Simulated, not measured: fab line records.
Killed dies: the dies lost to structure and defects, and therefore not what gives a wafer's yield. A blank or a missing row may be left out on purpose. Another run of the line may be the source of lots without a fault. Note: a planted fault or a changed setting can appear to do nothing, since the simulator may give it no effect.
fab line records + flow nand_harc
record
- lots=14
- wafers=42
- last_day=34
route steps=1302 shown A_M1@1201 A_BONDPAD@1202 END@1302
lots with no fault: from the same line, run without faults
start_h: the number of hours between the record's first day and the start of the first shown wafer of the lot + wait_h: time in hours since the lot's previous step + " unchanged from the row above + L1.1+2: a row that stands for several wafers + - no value, or no start given + * or withheld: withheld + < > ~ a bound
route shown NAME@n: names a module that has steps shown in the file, with the first one's number in the route + usual: mean/standard deviation of fault-free wafers + same: alike in all rows + chamber/n: place in a boat + sites: the reading at each site + _std_site: standard deviation of those values + _edge_site: outer sites' mean less inner sites' + radius_mm: for every site, how far away it sits from the centre of the wafer + mask NAME#n: copy n + behind: the tool/chamber that last shaped the wafer + hold: what put the lot on hold/how long, in hours/how the hold closed + device: the transistor (n, p or np) that didn't switch + end of line: at the end of the route, the tests of the same wafers + a step given without rows: its recipe and nothing more + killed: at the first sort, the dies lost to defects and structure; wafer yield is something else + map: a wafer's dies, marking killed ones x, the rest . and places with no die _
set.NAME: the setting as run; set.NAME@STEP: as run at that earlier step + model.NAME: the simulator's own value behind a step, which no gauge read
route steps across a sampled set of lots; one table per step, one row per wafer
services: from which hour (start_h, from the record's first day; less than 0 if before it) a tool's chamber was out of use, for how many hours, and why
## steps
# step NHARC_A_M1_DEP_33
# recipe
- target_thk_a=300
- temp_c=370
- target_thk_nm=30
- pressure_torr=3
- flow_sccm=200
- rf_w=450
- material=SiCN
# usual
- heater_power_outer_w=284/55
- heater_power_w=527/82
| lot.wafer | tool     | chamber | start_h | wait_h | heater_power_outer_w | heater_power_w |
|-----------|----------|---------|---------|--------|----------------------|----------------|
| L872.2    | pecvd-02 | 1       | 526.74  | 0.1    | 230                  | 452            |
| L872.3    | "        | 2       | "       | "      | 200                  | 361            |
| L872.6    | "        | 0       | "       | "      | 251                  | 506            |
| L871.1    | pecvd-01 | 2       | 527.81  | 0.1    | 310                  | 540            |
| L871.3    | "        | 1       | "       | "      | 316                  | 540            |
| L871.4    | "        | 1       | "       | "      | 323                  | 529            |
| L870.3    | pecvd-02 | 2       | 540.21  | 0.1    | 228                  | 392            |
| L870.2    | "        | 1       | "       | "      | 197                  | 424            |
| L870.4    | "        | 1       | "       | "      | 199                  | 413            |
| L874.1    | pecvd-01 | 2       | 570.28  | 0.1    | 312                  | 547            |
| L874.5    | "        | 1       | "       | "      | 340                  | 550            |
| L874.4    | "        | 2       | "       | "      | 315                  | 573            |
| L875.1    | pecvd-03 | 0       | 587.99  | 0.1    | 349                  | 584            |
| L875.6    | "        | 2       | "       | "      | 348                  | 608            |
| L875.4    | "        | 1       | "       | "      | 423                  | 753            |
| L877.3    | pecvd-01 | 1       | 601.65  | 0.1    | 285                  | 485            |
| L877.2    | "        | 2       | "       | "      | 278                  | 503            |
| L877.6    | "        | 0       | "       | "      | 291                  | 588            |
| L879.3    | pecvd-02 | 2       | 621.16  | 0.1    | 230                  | 412            |
| L879.6    | "        | 1       | "       | "      | 246                  | 491            |
| L879.4    | "        | 2       | "       | "      | 237                  | 421            |
| L880.3    | pecvd-02 | 2       | 623.57  | 0.1    | 195                  | 356            |
| L880.6    | "        | 1       | "       | "      | 203                  | 444            |
| L880.4    | "        | 2       | "       | "      | 191                  | 356            |
| L887.2    | pecvd-03 | 2       | 675.53  | 0.1    | 353                  | 607            |
| L887.4    | "        | 1       | "       | "      | 345                  | 625            |
| L887.5    | "        | 2       | "       | "      | 350                  | 604            |
| L886.3    | pecvd-03 | 0       | 680.99  | 0.1    | 278                  | 493            |
| L886.1    | "        | 1       | "       | "      | 379                  | 654            |
| L886.2    | "        | 2       | "       | "      | 330                  | 609            |
| L888.2    | pecvd-02 | 1       | 706.30  | 0.1    | 205                  | 426            |
| L888.4    | "        | 0       | "       | "      | 215                  | 464            |
| L888.5    | "        | 1       | "       | "      | 209                  | 446            |
| L890.2    | pecvd-02 | 2       | 731.62  | 0.1    | 211                  | 390            |
| L890.1    | "        | 1       | "       | "      | 249                  | 488            |
| L890.4    | "        | 2       | "       | "      | 216                  | 395            |
| L892.2    | pecvd-02 | 0       | 736.51  | 0.1    | 265                  | 518            |
| L892.6    | "        | 0       | "       | "      | 263                  | 526            |
| L892.4    | "        | 1       | "       | "      | 217                  | 457            |
| L893.2    | pecvd-02 | 2       | 765.46  | 0.1    | 208                  | 384            |
| L893.6    | "        | 1       | "       | "      | 215                  | 435            |
| L893.4    | "        | 0       | "       | "      | 269                  | 538            |
# step NHARC_A_BONDPAD_DEP_00
# recipe
- target_thk_a=2500
- temp_c=370
- target_thk_nm=250
- pressure_torr=3
- flow_sccm=200
- rf_w=450
- material=SiCN
# usual
- heater_power_outer_w=316/50
- heater_power_w=571/74
| lot.wafer | tool     | chamber | start_h | wait_h | heater_power_outer_w | heater_power_w |
|-----------|----------|---------|---------|--------|----------------------|----------------|
| L872.3    | pecvd-03 | 1       | 527.34  | -      | 462                  | 815            |
| L872.2    | "        | 2       | "       | "      | 351                  | 622            |
| L872.6    | "        | 2       | "       | "      | 357                  | 605            |
| L871.3    | pecvd-04 | 1       | 528.40  | -      | 288                  | 502            |
| L871.1    | "        | 2       | "       | "      | 313                  | 584            |
| L871.4    | "        | 0       | "       | "      | 258                  | 516            |
| L870.2    | pecvd-01 | 2       | 540.76  | -      | 306                  | 538            |
| L870.3    | "        | 0       | "       | "      | 265                  | 565            |
| L870.4    | "        | 0       | "       | "      | 276                  | 593            |
| L874.1    | pecvd-04 | 2       | 571.10  | -      | 319                  | 583            |
| L874.5    | "        | 1       | "       | "      | 271                  | 487            |
| L874.4    | "        | 2       | "       | "      | 236                  | 455            |
| L875.1    | pecvd-03 | 0       | -       | -      | 357                  | 583            |
| L875.6    | "        | 2       | "       | "      | 301                  | 544            |
| L875.4    | "        | 0       | "       | "      | 355                  | 603            |
| L877.2    | pecvd-03 | 2       | 602.23  | -      | 335                  | 581            |
| L877.3    | "        | 2       | "       | "      | 343                  | 592            |
| L877.6    | "        | 2       | "       | "      | 336                  | 601            |
| L879.3    | pecvd-01 | 2       | 621.67  | -      | 320                  | 562            |
| L879.4    | "        | 0       | "       | "      | 311                  | 624            |
| L879.6    | "        | 1       | "       | "      | 308                  | 535            |
| L880.3    | pecvd-04 | 2       | 624.30  | -      | 309                  | 566            |
| L880.4    | "        | 0       | "       | "      | 334                  | 628            |
| L880.6    | "        | 2       | "       | "      | 312                  | 567            |
| L887.2    | pecvd-04 | 0       | 676.32  | -      | 318                  | 604            |
| L887.5    | "        | 1       | "       | "      | 289                  | 514            |
| L887.4    | "        | 2       | "       | "      | 312                  | 575            |
| L886.3    | pecvd-03 | 0       | -       | -      | 314                  | 548            |
| L886.1    | "        | 1       | "       | "      | 386                  | 669            |
| L886.2    | "        | 2       | "       | "      | 271                  | 503            |
| L888.2    | pecvd-03 | 1       | 706.85  | -      | 424                  | 725            |
| L888.4    | "        | 0       | "       | "      | 323                  | 544            |
| L888.5    | "        | 2       | "       | "      | 341                  | 610            |
| L890.2    | pecvd-04 | 1       | 732.18  | -      | 219                  | 420            |
| L890.1    | "        | 2       | "       | "      | 240                  | 474            |
| L890.4    | "        | 0       | "       | "      | 255                  | 508            |
| L892.2    | pecvd-04 | 2       | 737.11  | -      | 239                  | 470            |
| L892.4    | "        | 1       | "       | "      | 218                  | 425            |
| L892.6    | "        | 2       | "       | "      | 259                  | 492            |
| L893.2    | pecvd-01 | 0       | 766.08  | -      | 297                  | 608            |
| L893.4    | "        | 1       | "       | "      | 321                  | 540            |
| L893.6    | "        | 2       | "       | "      | 317                  | 575            |
# step NHARC_A_BONDPAD_SOFTBAKE_04
# recipe
- temp_c=125
- time_s=70
# usual
- heater_power_total_W=200.8/1.2
| lot.wafer | tool           | chamber | start_h | wait_h | heater_power_total_W |
|-----------|----------------|---------|---------|--------|----------------------|
| L872.2    | litho_track-03 | 0       | 528     | -      | 198.9                |
| L872.3    | "              | 0       | "       | "      | 200.9                |
| L872.6    | "              | 0       | "       | "      | 199.2                |
| L871.1    | litho_track-07 | 0       | 529     | -      | 200.3                |
| L871.3    | "              | 0       | "       | "      | 202.6                |
| L871.4    | "              | 0       | "       | "      | 198.9                |
| L870.2    | litho_track-03 | 0       | 541     | -      | 199.8                |
| L870.3    | "              | 0       | "       | "      | 200.5                |
| L870.4    | "              | 0       | "       | "      | 202.8                |
| L874.1    | litho_track-07 | 0       | 571     | -      | 202.5                |
| L874.4    | "              | 0       | "       | "      | 202.4                |
| L874.5    | "              | 0       | "       | "      | 202.7                |
| L875.1    | litho_track-07 | 0       | 589     | -      | 202.6                |
| L875.4    | "              | 0       | "       | "      | 200.0                |
| L875.6    | "              | 0       | "       | "      | 200.0                |
| L877.2    | litho_track-03 | 0       | 603     | -      | 199.8                |
| L877.3    | "              | 0       | "       | "      | 202.5                |
| L877.6    | "              | 0       | "       | "      | 201.7                |
| L879.3    | litho_track-07 | 0       | 622     | -      | 201.0                |
| L879.4    | "              | 0       | "       | "      | 199.3                |
| L879.6    | "              | 0       | "       | "      | 202.6                |
| L880.3    | litho_track-05 | 0       | 625     | -      | 201.1                |
| L880.4    | "              | 0       | "       | "      | 199.9                |
| L880.6    | "              | 0       | "       | "      | 200.8                |
| L887.2    | litho_track-03 | 0       | 677     | -      | 202.5                |
| L887.4    | "              | 0       | "       | "      | 208.8                |
| L887.5    | "              | 0       | "       | "      | 201.7                |
| L886.1    | litho_track-03 | 0       | 682     | -      | 198.9                |
| L886.2    | "              | 0       | "       | "      | 202.4                |
| L886.3    | "              | 0       | "       | "      | 208.8                |
| L888.2    | litho_track-03 | 0       | 707     | -      | 202.0                |
| L888.4    | "              | 0       | "       | "      | 208.8                |
| L888.5    | "              | 0       | "       | "      | 202.5                |
| L890.1    | litho_track-07 | 0       | 732     | -      | 202.5                |
| L890.2    | "              | 0       | "       | "      | 202.0                |
| L890.4    | "              | 0       | "       | "      | 199.9                |
| L892.2    | litho_track-05 | 0       | 737     | -      | 199.5                |
| L892.4    | "              | 0       | "       | "      | 201.6                |
| L892.6    | "              | 0       | "       | "      | 200.5                |
| L893.2    | litho_track-05 | 0       | 766     | -      | 200.9                |
| L893.4    | "              | 0       | "       | "      | 199.7                |
| L893.6    | "              | 0       | "       | "      | 202.2                |
# step NHARC_A_BONDPAD_CD_MEAS_13
# usual
- cd_nm=499.6/1.3
| lot.wafer | tool      | chamber | start_h | wait_h | cd_nm |
|-----------|-----------|---------|---------|--------|-------|
| L872.2    | cd_sem-01 | -       | 528.97  | -      | 499.3 |
| L872.3    | "         | -       | "       | "      | 499.9 |
| L872.6    | "         | -       | "       | "      | 499.0 |
| L871.1    | cd_sem-02 | -       | 530.03  | -      | 498.5 |
| L871.3    | "         | -       | "       | "      | 498.3 |
| L871.4    | "         | -       | "       | "      | 498.9 |
| L870.2    | cd_sem-03 | -       | 542.39  | -      | 503.1 |
| L870.3    | "         | -       | "       | "      | 501.2 |
| L870.4    | "         | -       | "       | "      | 499.9 |
| L874.1    | cd_sem-02 | -       | 572.65  | -      | 501.4 |
| L874.4    | "         | -       | "       | "      | 498.8 |
| L874.5    | "         | -       | "       | "      | 499.6 |
| L875.1    | cd_sem-01 | -       | 590.12  | -      | 497.5 |
| L875.4    | "         | -       | "       | "      | 501.0 |
| L875.6    | "         | -       | "       | "      | 501.6 |
| L877.2    | cd_sem-03 | -       | 604.05  | -      | 498.4 |
| L877.3    | "         | -       | "       | "      | 499.1 |
| L877.6    | "         | -       | "       | "      | 498.9 |
| L879.3    | cd_sem-01 | -       | 623.30  | -      | 499.0 |
| L879.4    | "         | -       | "       | "      | 497.7 |
| L879.6    | "         | -       | "       | "      | 499.8 |
| L880.3    | cd_sem-03 | -       | 625.97  | -      | 499.6 |
| L880.4    | "         | -       | "       | "      | 498.9 |
| L880.6    | "         | -       | "       | "      | 499.6 |
| L887.2    | cd_sem-01 | -       | 677.97  | -      | 499.6 |
| L887.4    | "         | -       | "       | "      | 499.7 |
| L887.5    | "         | -       | "       | "      | 500.1 |
| L886.1    | cd_sem-02 | -       | 683.16  | -      | 498.3 |
| L886.2    | "         | -       | "       | "      | 501.1 |
| L886.3    | "         | -       | "       | "      | 500.2 |
| L888.2    | cd_sem-02 | -       | 708.48  | -      | 501.9 |
| L888.4    | "         | -       | "       | "      | 500.9 |
| L888.5    | "         | -       | "       | "      | 499.5 |
| L890.1    | cd_sem-03 | -       | 733.81  | -      | 500.5 |
| L890.2    | "         | -       | "       | "      | 501.2 |
| L890.4    | "         | -       | "       | "      | 503.1 |
| L892.2    | cd_sem-03 | -       | 738.65  | -      | 500.2 |
| L892.4    | "         | -       | "       | "      | 500.5 |
| L892.6    | "         | -       | "       | "      | 499.2 |
| L893.2    | cd_sem-03 | -       | 767.62  | -      | 499.9 |
| L893.4    | "         | -       | "       | "      | 500.3 |
| L893.6    | "         | -       | "       | "      | 501.7 |
# step NHARC_END_SORT_01
# recipe
- temp_c=25
# usual
- defect_limited_yield=91/3.1
- killed_at_array=56/21
- killed_at_other=1.2/1.6
- killed_at_periphery=3.7/2.5
- killed_dies=61/21
- killed_open=3.1/1.8
- killed_short=2.8/1.7
# same
- gross_dies=677
| lot.wafer | tool      | chamber | start_h | wait_h | defect_limited_yield[%] | killed_at_array | killed_at_other | killed_at_periphery | killed_dies | killed_open | killed_short |
|-----------|-----------|---------|---------|--------|-------------------------|-----------------|-----------------|---------------------|-------------|-------------|--------------|
| L875.1    | prober-01 | 0       | 620.27  | 2.5    | 86                      | 85              | 1               | 6                   | 92          | 4           | 8            |
| L875.4    | prober-01 | 0       | 622.70  | 3.4    | 88                      | 75              | 1               | 7                   | 83          | 5           | 2            |
| L875.6    | prober-01 | 0       | 624.32  | 4.0    | 91                      | 54              | 1               | 5                   | 60          | 4           | 1            |
| L877.2    | prober-02 | 0       | 634.88  | 2.7    | 89                      | 69              | 1               | 6                   | 76          | 1           | 3            |
| L877.3    | prober-02 | 0       | 635.69  | 3.1    | 87                      | 81              | 6               | 4                   | 91          | 5           | 2            |
| L877.6    | prober-02 | 0       | 638.09  | 4.0    | 90                      | 65              | 4               | 2                   | 71          | 5           | 2            |
| L886.1    | prober-02 | 0       | 711.40  | 2.5    | 93                      | 34              | 1               | 10                  | 45          | 5           | 3            |
| L886.2    | prober-02 | 0       | 712.20  | 2.8    | 93                      | 36              | 0               | 9                   | 45          | 5           | 3            |
| L886.3    | prober-02 | 0       | 713.01  | 3.1    | 95                      | 22              | 0               | 11                  | 33          | 1           | 2            |
| L887.2    | prober-01 | 0       | 712.23  | 2.8    | 90                      | 62              | 0               | 6                   | 68          | 2           | 3            |
| L887.4    | prober-01 | 0       | 713.83  | 3.4    | 86                      | 85              | 2               | 7                   | 94          | 3           | 5            |
| L887.5    | prober-01 | 0       | 714.64  | 3.7    | 88                      | 74              | 0               | 9                   | 83          | 3           | 6            |
| L888.2    | prober-01 | 0       | 739.59  | 2.8    | 92                      | 49              | 0               | 4                   | 53          | 3           | 5            |
| L888.4    | prober-01 | 0       | 741.21  | 3.4    | 92                      | 55              | 0               | 2                   | 57          | 3           | 1            |
| L888.5    | prober-01 | 0       | 742.02  | 3.7    | 91                      | 54              | 1               | 5                   | 60          | 5           | 4            |
| L890.1    | prober-01 | 0       | 772.41  | 2.5    | 88                      | 77              | 0               | 3                   | 80          | 3           | 2            |
| L890.2    | prober-01 | 0       | 773.22  | 2.8    | 87                      | 81              | 1               | 5                   | 87          | 6           | 3            |
| L890.4    | prober-01 | 0       | 774.83  | 3.4    | 89                      | 70              | 5               | 0                   | 75          | 0           | 3            |
# killed by level:class
L875.1 A_CHANNEL_HOLE_D1:chamber_film_flake=34 A_SLIT:chamber_film_flake=23 A_CHANNEL_HOLE_D2:chamber_film_flake=7 A_WL_FILL:chamber_film_flake=4 A_DECK1_JOINT:chamber_film_flake=3 A_CHANNEL_FILL_D1:geometric_particle:open=2 A_CHANNEL_HOLE_D2:geometric_particle:short=2 A_WL_FILL:geometric_particle:short=2
L875.4 A_CHANNEL_HOLE_D1:chamber_film_flake=29 A_SLIT:chamber_film_flake=21 A_CHANNEL_HOLE_D2:chamber_film_flake=12 A_CONTACT:chamber_film_flake=4 A_CHANNEL_FILL_D2:geometric_particle:open=2 P_STI:chamber_film_flake=2 P_M2:chamber_film_flake=2 A_WL_FILL:chamber_film_flake=2
L875.6 A_CHANNEL_HOLE_D1:chamber_film_flake=23 A_SLIT:chamber_film_flake=14 A_CHANNEL_HOLE_D2:chamber_film_flake=6 P_M2:chamber_film_flake=4 A_WL_FILL:chamber_film_flake=3 A_CONTACT:chamber_film_flake=3 A_M0:geometric_particle:open=2 A_DECK1_JOINT:geometric_particle:open=1
L877.2 A_SLIT:chamber_film_flake=25 A_CHANNEL_HOLE_D2:chamber_film_flake=24 A_CONTACT:chamber_film_flake=8 A_CHANNEL_HOLE_D1:chamber_film_flake=7 P_M0:geometric_particle:short=2 P_GATE:chamber_film_flake=2 A_STAIRCASE:chamber_film_flake=2 P_CONTACT:geometric_particle:short=1
L877.3 A_CHANNEL_HOLE_D2:chamber_film_flake=30 A_SLIT:chamber_film_flake=28 A_CONTACT:chamber_film_flake=8 THIN_TSV:chamber_film_flake=6 A_STAIRCASE:chamber_film_flake=4 A_CHANNEL_FILL_D1:chamber_film_flake=3 P_GATE:chamber_film_flake=2 A_CHANNEL_HOLE_D1:chamber_film_flake=2
L877.6 A_SLIT:chamber_film_flake=25 A_CHANNEL_HOLE_D2:chamber_film_flake=24 A_CONTACT:chamber_film_flake=5 THIN_TSV:chamber_film_flake=4 A_CHANNEL_HOLE_D1:chamber_film_flake=2 P_M0:geometric_particle:open=1 A_ONON_D1:geometric_particle:open=1 A_CHANNEL_FILL_D1:geometric_particle:open=1
L886.1 A_CONTACT:chamber_film_flake=15 P_CONTACT:chamber_film_flake=7 A_CHANNEL_HOLE_D1:chamber_film_flake=7 A_SLIT:chamber_film_flake=4 P_M0:geometric_particle:open=2 A_STAIRCASE:chamber_film_flake=2 A_ONON_D1:geometric_particle:open=1 A_ONON_D2:geometric_particle:short=1
L886.2 A_CONTACT:chamber_film_flake=12 A_CHANNEL_HOLE_D1:chamber_film_flake=9 P_CONTACT:chamber_film_flake=5 P_GATE:chamber_film_flake=3 A_STAIRCASE:chamber_film_flake=3 A_SLIT:chamber_film_flake=3 A_ONON_D2:geometric_particle:open=2 P_M0:geometric_particle:short=1
L887.2 A_CHANNEL_HOLE_D1:chamber_film_flake=22 A_SLIT:chamber_film_flake=20 A_CHANNEL_HOLE_D2:chamber_film_flake=12 P_ZERO_WELL:chamber_film_flake=4 P_M1:chamber_film_flake=2 A_STAIRCASE:chamber_film_flake=2 A_ONON_D1:geometric_particle:short=1 A_CHANNEL_FILL_D1:geometric_particle:open=1
L886.3 A_CHANNEL_HOLE_D1:chamber_film_flake=9 A_CONTACT:chamber_film_flake=7 P_CONTACT:chamber_film_flake=6 A_SLIT:chamber_film_flake=3 P_GATE:chamber_film_flake=2 P_M0:geometric_particle:short=1 P_M1:geometric_particle:open=1 A_DECK1_JOINT:geometric_particle:short=1
L887.4 A_CHANNEL_HOLE_D1:chamber_film_flake=34 A_SLIT:chamber_film_flake=20 A_CHANNEL_HOLE_D2:chamber_film_flake=16 P_STI:chamber_film_flake=4 A_BLC:chamber_film_flake=3 A_CHANNEL_FILL_D1:geometric_particle:open=2 P_CONTACT:chamber_film_flake=2 A_STAIRCASE:chamber_film_flake=2
L887.5 A_CHANNEL_HOLE_D1:chamber_film_flake=32 A_SLIT:chamber_film_flake=19 A_CHANNEL_HOLE_D2:chamber_film_flake=15 P_M1:chamber_film_flake=5 P_M0:geometric_particle:short=2 A_CHANNEL_FILL_D1:geometric_particle:short=2 A_ONON_D2:geometric_particle:short=2 A_CONTACT:chamber_film_flake=2
L888.2 A_SLIT:chamber_film_flake=27 A_CHANNEL_HOLE_D1:chamber_film_flake=7 A_CONTACT:chamber_film_flake=3 A_ZERO_WELL:chamber_film_flake=2 P_M2:geometric_particle:short=1 A_ONON_D1:geometric_particle:short=1 A_CHANNEL_HOLE_D1:geometric_particle:open=1 A_ONON_D2:geometric_particle:open=1
L888.4 A_SLIT:chamber_film_flake=24 A_CHANNEL_HOLE_D1:chamber_film_flake=17 A_SGD_CUT:chamber_film_flake=4 A_ONON_D1:geometric_particle:open=2 A_STAIRCASE:chamber_film_flake=2 A_CHANNEL_HOLE_D1:geometric_particle:short=1 A_CHANNEL_FILL_D2:geometric_particle:open=1 P_ZERO_WELL:chamber_film_flake=1
L888.5 A_SLIT:chamber_film_flake=27 A_CHANNEL_HOLE_D1:chamber_film_flake=12 P_M0:geometric_particle:open=2 A_CONTACT:chamber_film_flake=2 A_DECK1_JOINT:chamber_film_flake=2 A_SGD_CUT:chamber_film_flake=2 P_ZERO_WELL:geometric_particle:open=1 A_CHANNEL_HOLE_D1:geometric_particle:short=1
L890.1 A_SLIT:chamber_film_flake=25 A_CHANNEL_HOLE_D2:chamber_film_flake=24 A_CHANNEL_HOLE_D1:chamber_film_flake=10 A_CONTACT:chamber_film_flake=7 A_M0:chamber_film_flake=5 P_GATE:geometric_particle:open=1 P_M2:geometric_particle:open=1 A_ONON_D1:geometric_particle:short=1
L890.2 A_SLIT:chamber_film_flake=31 A_CHANNEL_HOLE_D2:chamber_film_flake=20 A_CHANNEL_HOLE_D1:chamber_film_flake=12 A_CONTACT:chamber_film_flake=7 A_CHANNEL_FILL_D1:chamber_film_flake=3 P_GATE:chamber_film_flake=2 P_STI:geometric_particle:open=1 P_GATE:geometric_particle:open=1
L890.4 A_SLIT:chamber_film_flake=26 A_CHANNEL_HOLE_D2:chamber_film_flake=21 A_CHANNEL_HOLE_D1:chamber_film_flake=8 A_M0:chamber_film_flake=7 THIN_TSV:chamber_film_flake=5 A_CONTACT:chamber_film_flake=3 A_ONON_D1:geometric_particle:short=1 A_WL_FILL:geometric_particle:short=1
## services
| tool           | chamber | start_h | hours | kind       |
|----------------|---------|---------|-------|------------|
| pecvd-03       | -       | 547.35  | 13.0  | pm         |
| pecvd-03       | 0       | 547.35  | 13.0  | vent_cycle |
| pecvd-03       | 1       | 547.35  | 13.0  | vent_cycle |
| pecvd-03       | 2       | 547.35  | 13.0  | vent_cycle |
| pecvd-03       | 0       | 560.35  | -     | clean      |
| pecvd-03       | 1       | 560.35  | -     | clean      |
| pecvd-03       | 2       | 560.35  | -     | clean      |
| pecvd-03       | 0       | 588.85  | 17.7  | repair     |
| pecvd-02       | -       | 589.71  | 13.0  | pm         |
| pecvd-02       | 0       | 589.71  | 13.0  | vent_cycle |
| pecvd-02       | 1       | 589.71  | 13.0  | vent_cycle |
| pecvd-02       | 2       | 589.71  | 13.0  | vent_cycle |
| litho_track-07 | -       | 601.00  | 7.0   | pm         |
| pecvd-02       | 0       | 602.71  | -     | clean      |
| pecvd-02       | 1       | 602.71  | -     | clean      |
| pecvd-02       | 2       | 602.71  | -     | clean      |
| litho_track-03 | -       | 625.00  | 7.0   | pm         |
| pecvd-04       | -       | 631.21  | 13.0  | pm         |
| litho_track-05 | -       | 649.00  | 7.0   | pm         |
| pecvd-04       | 0       | 664.99  | 2.0   | repair     |
| pecvd-01       | -       | 673.00  | 13.0  | pm         |
| pecvd-03       | -       | 728.35  | 13.0  | pm         |
| pecvd-03       | 0       | 728.35  | 13.0  | vent_cycle |
| pecvd-03       | 1       | 728.35  | 13.0  | vent_cycle |
## key
first_sign
- step=NHARC_A_BONDPAD_SOFTBAKE_04
- reading=heater_power_total_W
- direction=up
- sigmas=6.7
- usual=*
- struck=*
effect none on later readings
met_at NHARC_A_BONDPAD_SOFTBAKE_04
struck_lots L886,L887,L888
struck_wafers L886.3,L887.4,L888.4
not_acting_at NHARC_A_M1_DEP_33,NHARC_A_BONDPAD_DEP_00,NHARC_A_BONDPAD_CD_MEAS_13
onset_between 603 677
fault
- kind=process_parameter_drift
- tool=litho_track-03
- chamber=-
- onset_h=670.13
- steps=NHARC_A_BONDPAD_SOFTBAKE_04
- channel=time_s
- offset=*
- shape=step
- end_h=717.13
- scope=struck_wafers_only
- acts_in=*
- stated=*
